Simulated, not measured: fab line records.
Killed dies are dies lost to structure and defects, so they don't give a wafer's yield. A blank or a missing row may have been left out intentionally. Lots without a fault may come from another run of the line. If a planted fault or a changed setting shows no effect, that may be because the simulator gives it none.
Chamber matching ; flow n5_finfet ; rie_diel-01 running N5_MOL_CONTACT_COAG_CONTACT_ETCH_14: 4 sister chambers
The step etches SiO2 in C4F6/O2, target depth 27.5 nm, overetch 8.5 nm, time 20 s. 8 wafers are shown with their chamber, then 8 later ones without.

## WAFERS, EACH WITH ITS CHAMBER
wafer;chamber;showerhead_plenum_p_Torr (Torr);throttle_valve_pct (%)
L075.5;0;2.91;21.45
L077.1;1;3.04;21.26
L080.1;0;2.90;21.45
L082.1;3;2.84;21.08
L082.5;3;2.84;21.09
L084.1;1;3.03;21.27
L084.6;2;2.75;21.23
L085.1;2;2.75;21.22

## WAFERS WITHOUT THEIR CHAMBER
wafer;showerhead_plenum_p_Torr (Torr);throttle_valve_pct (%)
L085.3;2.84;21.08
L085.6;2.90;21.48
L086.3;3.03;21.27
L086.4;2.75;21.24
L086.5;2.75;21.25
L096.2;2.74;21.27
L096.4;3.02;21.31
L096.6;2.89;21.51

## EACH ONE'S CHAMBER
wafer;from the rows above;in truth
L085.3;3;3
L085.6;0;0
L086.3;1;1
L086.4;2;2
L086.5;2;2
L096.2;2;2
L096.4;1;1
L096.6;0;0
8 of 8 placed correctly. Can't be placed from these rows: 0. Placed wrongly: 0.
How it was worked out, from the rows above alone: a wafer's distance from a chamber is the root of the sum, over the readings, of the square of ((its reading less the chamber's mean) divided by the reading's scatter). The wafer belongs to the nearest chamber; if the next one is less than 2 further off, it can't be placed. Each chamber's mean is taken over the wafers shown for it. The scatter: take each reading less its chamber's mean, square it, sum over the shown wafers, divide by the number of wafers less the number of chambers, and take the root.
